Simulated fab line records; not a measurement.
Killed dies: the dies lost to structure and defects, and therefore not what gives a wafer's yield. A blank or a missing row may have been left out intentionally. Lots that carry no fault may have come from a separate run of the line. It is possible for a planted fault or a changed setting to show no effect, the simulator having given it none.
A lot that was struck, set against a sound lot    flow n5Finfet    21 out of 1938 route steps
Sound: the wafers L807.2, L807.3, L807.5. Struck: wafers L816.3, L816.5. The cause comes at the end.
For every step that has rows: the tool of each side, followed by ch and its chambers, followed by its first start. Under that, the readings that differ: sound wafers    struck wafers    difference of the means    sigmas: that difference in standard deviations of wafers without a fault.
alike: readings with means less than 2 such deviations apart, plus words and numbers identical on both sides. not compared: withheld readings, readings lacking a value on some wafer, bounds such as >300 that could conceal the same value, and numbers that have no deviation in the record and whose values overlap.
The two part at a step that has a row with sigmas, a row that says differs or no value, or rows on one side only. When numbers do not overlap yet have no deviation, they are printed without sigmas and do not part them. A reading that every wafer of one side lacks parts them only if that side has two wafers or more.

first, 9 steps without rows for these wafers: N5_FIN_SAQP_EXPOSE_13 (exposes mask FIN CORE, target cd 35.6 nm); N5_FIN_SAQP_PEB_14 (peb time 60 s); N5_FIN_SAQP_DEVELOP_15 (develop time 30 s); N5_FIN_SAQP_DESCUM_21 (chemistry O2, time 7.9 s); N5_FIN_SAQP_ETCH_51 (etches SiARC in CF4, target depth 45.5 nm, time 75.8 s); N5_FIN_SAQP_ETCH_52 (etches SOC in N2/H2, target depth 100 nm, overetch 20 nm, time 150 s); N5_FIN_SAQP_STRIP_53 (strips in N2/H2); N5_FIN_SAQP_HM_OPEN_73 (chemistry CHF3/O2, target SiO2, stops on a-Si, target depth 12 nm, time 16.8 s); N5_FIN_SAQP_STRIP_74 (strips in CHF3/O2).
N5_FIN_SAQP_MANDREL_ETCH_22: etches a-Si in HBr/Cl2, stops on SiNx, target depth 60 nm, bt time 10 s, time 30 s.
  sound on rieSi-05 ch 0,1,3, day 3 10:28; struck on rieSi-05 ch 3, day 5 16:03
reading                                     sound              struck       difference  sigmas
model.SOC_of_FIN_SAQP_COAT_49.thkNm (nm)    75.79 77.35 76.83  64.57 64.56  -12.09      
model.SiNx_of_FIN_SAQP_PECVD_48.thkNm (nm)  24.64 24.62 24.56  18.49 18.65  -6.04       
  alike: biasW, drypumpMotorCurrentA, heBacksideLeakSccm, oesProductAu, throttleValvePct
  not compared: rfHoursCounterH
then, 7 steps without rows for these wafers: N5_FIN_SAQP_STRIP_55 (strips in N2/H2); N5_FIN_SAQP_STRIP_23 (strips in SPM, time 750 s); N5_FIN_SAQP_SRD_66 (time 30 s); N5_FIN_SAQP_RECESS_75 (chemistry HF/NH3, target SiO2, target depth 14.4 nm, afs cycles 3, sublimation time 60 s); N5_FIN_SAQP_SPACER1_ALD_24 (deposits SiO2, target thk 20.3 nm, pulse time 1 s, purge time 2 s); N5_FIN_SAQP_SPACER1_ETCHBACK_25 (etches SiO2 in CHF3/O2, target depth 24.4 nm, time 12.2 s); N5_FIN_SAQP_MANDREL1_REMOVE_56 (chemistry HBr/Cl2/O2, target a-Si, stops on SiNx, bt time 10 s).
N5_FIN_SAQP_ETCH_57: etches SiNx in CH3F/O2, target depth 32.5 nm, time 46.4 s.
  sound on rieDiel-01 ch 0,1,2, day 3 12:31; struck on rieDiel-03 ch 0,1, day 5 18:10
reading                  sound              struck       difference  sigmas
etchRfOnTimeS (s)        46.9 46.0 46.2     35.1 34.8    -11.4       -11
model.etch.depthNm (nm)  24.64 24.62 24.56  18.49 18.65  -6.04       
  alike: biasW, drypumpMotorCurrentA, oesProductAu, rfVppV, showerheadPlenumPTorr, throttleValvePct
  not compared: rfHoursCounterH
then, 1 step without rows for these wafers: N5_FIN_SAQP_ETCH_65 (etches SiO2 in CF4, target depth 4 nm, time 4.4 s).
-- the record jumps here: 8 days lie between the struck wafers' starts before and after (it left off in module FIN_SAQP and takes up again in module BEOL_M4, whose first step shown is number 1111 of the route) --
N5_BEOL_M4_RC_MEAS_101:
  sound on prober-02 ch 0, day 11 20:35; struck on prober-02 ch 0, day 14 02:01
  alike: DIBL_N, DIBL_P, IOFF_N, IOFF_P, ION_N, ION_P, SS_N, SS_P, VT_N, VT_P
-- record jumps: 5 days separate the struck wafers' starts on either side; left off in module BEOL_M4, taken up again in module PASSIVATION, whose first shown step is the route's number 1936 --
N5_PASSIVATION_PROBE_49:
  only the struck wafers here have rows in the record (prober-01, day 18 15:51); the sound ones have none

WHERE THEY PART
First at N5_FIN_SAQP_ETCH_57; last, within this record, at N5_PASSIVATION_PROBE_49.

WHY: what had been put in by the simulator
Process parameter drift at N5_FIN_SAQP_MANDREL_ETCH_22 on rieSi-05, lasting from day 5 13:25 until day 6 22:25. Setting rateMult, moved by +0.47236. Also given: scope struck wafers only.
